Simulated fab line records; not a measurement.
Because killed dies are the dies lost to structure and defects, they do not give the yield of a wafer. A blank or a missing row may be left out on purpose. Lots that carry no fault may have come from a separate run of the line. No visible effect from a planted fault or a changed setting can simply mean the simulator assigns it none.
Which of the tools did it? / flow n5-finfet / 24 lots, 72 wafers sampled, at 2 steps of a route of 1938

## WHAT THE GAUGES SHOWED, per wafer
N5_BEOL_M2_CD_MEAS_11: target cd 16.79 nm.
lot=L074; measured=day 6 16:27; on=cd-sem-03; cd-nm (nm)=16.77 16.38 16.64
lot=L075; measured=day 6 17:13; on=cd-sem-03; cd-nm (nm)=16.84 17.05 16.96
lot=L076; measured=day 6 20:14; on=cd-sem-02; cd-nm (nm)=17.08 16.93 17.21
lot=L077; measured=day 7 11:45; on=cd-sem-02; cd-nm (nm)=17.29 16.26 17.65
lot=L078; measured=day 7 16:19; on=cd-sem-01; cd-nm (nm)=16.79 16.58 16.47
lot=L079; measured=day 7 17:26; on=cd-sem-03; cd-nm (nm)=16.89 16.79 16.93
lot=L081; measured=day 8 12:08; on=cd-sem-03; cd-nm (nm)=16.87 16.66 16.92
lot=L080; measured=day 8 13:02; on=cd-sem-02; cd-nm (nm)=16.89 16.92 16.89
lot=L083; measured=day 8 20:35; on=cd-sem-02; cd-nm (nm)=16.97 16.98 16.88
lot=L082; measured=day 8 21:52; on=cd-sem-02; cd-nm (nm)=17.11 16.70 17.13
lot=L084; measured=day 8 23:14; on=cd-sem-02; cd-nm (nm)=17.26 17.04 16.65
lot=L085; measured=day 9 06:07; on=cd-sem-03; cd-nm (nm)=16.57 17.30 16.91
lot=L088; measured=day 9 19:50; on=cd-sem-03; cd-nm (nm)=16.56 16.94 17.20
lot=L086; measured=day 9 23:23; on=cd-sem-03; cd-nm (nm)=17.31 17.05 17.40
lot=L087; measured=day 10 01:35; on=cd-sem-01; cd-nm (nm)=16.60 16.49 16.65
lot=L089; measured=day 10 07:36; on=cd-sem-02; cd-nm (nm)=16.78 16.27 16.75
lot=L090; measured=day 10 07:49; on=cd-sem-01; cd-nm (nm)=16.48 16.73 16.70
lot=L092; measured=day 10 20:08; on=cd-sem-03; cd-nm (nm)=16.66 16.89 17.09
lot=L091; measured=day 10 20:19; on=cd-sem-03; cd-nm (nm)=16.75 16.97 16.78
lot=L093; measured=day 11 07:43; on=cd-sem-03; cd-nm (nm)=16.82 16.83 17.11
lot=L095; measured=day 11 10:22; on=cd-sem-03; cd-nm (nm)=16.77 16.80 17.00
lot=L094; measured=day 11 11:44; on=cd-sem-02; cd-nm (nm)=16.69 16.63 16.73
lot=L096; measured=day 12 05:07; on=cd-sem-01; cd-nm (nm)=17.08 16.83 16.88
lot=L097; measured=day 12 10:38; on=cd-sem-01; cd-nm (nm)=17.34 17.43 17.12

N5_BEOL_M2_OVL_MEAS_29.
lot=L074; measured=day 6 17:23; on=overlay-02; V1_OVL (nm)=-0.1 1.0 0.5
lot=L075; measured=day 6 18:07; on=overlay-01; V1_OVL (nm)=0.6 0.6 -0.1
lot=L076; measured=day 6 21:10; on=overlay-02; V1_OVL (nm)=-0.1 0.1 0.6
lot=L077; measured=day 7 12:47; on=overlay-02; V1_OVL (nm)=0.1 0.3 0.5
lot=L078; measured=day 7 17:29; on=overlay-02; V1_OVL (nm)=0.4 1.6 1.4
lot=L079; measured=day 7 18:21; on=overlay-01; V1_OVL (nm)=1.4 1.1 1.5
lot=L081; measured=day 8 13:02; on=overlay-01; V1_OVL (nm)=2.0 1.3 2.2
lot=L080; measured=day 8 14:00; on=overlay-02; V1_OVL (nm)=0.3 0.0 1.0
lot=L083; measured=day 8 22:02; on=overlay-01; V1_OVL (nm)=0.0 -1.2 -0.9
lot=L082; measured=day 8 22:58; on=overlay-01; V1_OVL (nm)=0.8 0.9 0.6
lot=L084; measured=day 9 00:25; on=overlay-02; V1_OVL (nm)=1.4 0.9 1.8
lot=L085; measured=day 9 07:02; on=overlay-02; V1_OVL (nm)=0.6 0.5 0.8
lot=L088; measured=day 9 20:59; on=overlay-02; V1_OVL (nm)=-0.2 0.3 0.4
lot=L086; measured=day 10 00:18; on=overlay-02; V1_OVL (nm)=-0.2 1.4 -0.5
lot=L087; measured=day 10 02:49; on=overlay-01; V1_OVL (nm)=0.4 0.3 1.1
lot=L089; measured=day 10 08:43; on=overlay-02; V1_OVL (nm)=1.1 0.9 1.4
lot=L090; measured=day 10 08:50; on=overlay-02; V1_OVL (nm)=0.7 -0.1 0.9
lot=L092; measured=day 10 21:06; on=overlay-02; V1_OVL (nm)=-0.5 0.0 0.3
lot=L091; measured=day 10 21:20; on=overlay-01; V1_OVL (nm)=0.4 0.0 1.0
lot=L093; measured=day 11 08:54; on=overlay-02; V1_OVL (nm)=-0.4 -0.2 0.0
lot=L095; measured=day 11 11:31; on=overlay-01; V1_OVL (nm)=0.5 -0.4 1.0
lot=L094; measured=day 11 12:40; on=overlay-02; V1_OVL (nm)=0.5 0.8 0.7
lot=L096; measured=day 12 06:23; on=overlay-01; V1_OVL (nm)=0.4 -0.6 0.8
lot=L097; measured=day 12 11:49; on=overlay-01; V1_OVL (nm)=1.7 1.0 -0.6

## TOOL THAT RAN EACH LOT (tool first, then ch and the chambers of the sampled wafers, then the start)
Before these readings, the record contains no process step.

## WHAT THE TOOLS THEMSELVES READ (means of the sampled wafers that have a number; where no wafer has one, the mark that the record gives instead)
The record holds no such reading with a usual standard deviation.

## THE ANSWER, worked out from the rows above alone
Rule: the lots themselves supply what counts as usual. The widest of any qualifying gaps counts: lots, ordered by their means at a reading, are off when they make up no more than a third of the lots, leave a main group of 4 or more, and stand apart from it by 3 or more times the standard deviation of that group's means. Not used: any main group whose means are identical at the precision the tables above print for the reading. A lot without any number at a reading at which 4 lots or more have one is off too. The other lots that the step has rows for count as sound. First the gauges in route order, then the tools' own readings, where a lot's mean is used as printed above. The first step at which some lot is off is used, and at that step the reading that is off furthest; a lot without a number counts as furthest.
Nothing can be told from this: no lot is off at any reading shown.

## WHAT THE SIMULATOR HAD INSERTED
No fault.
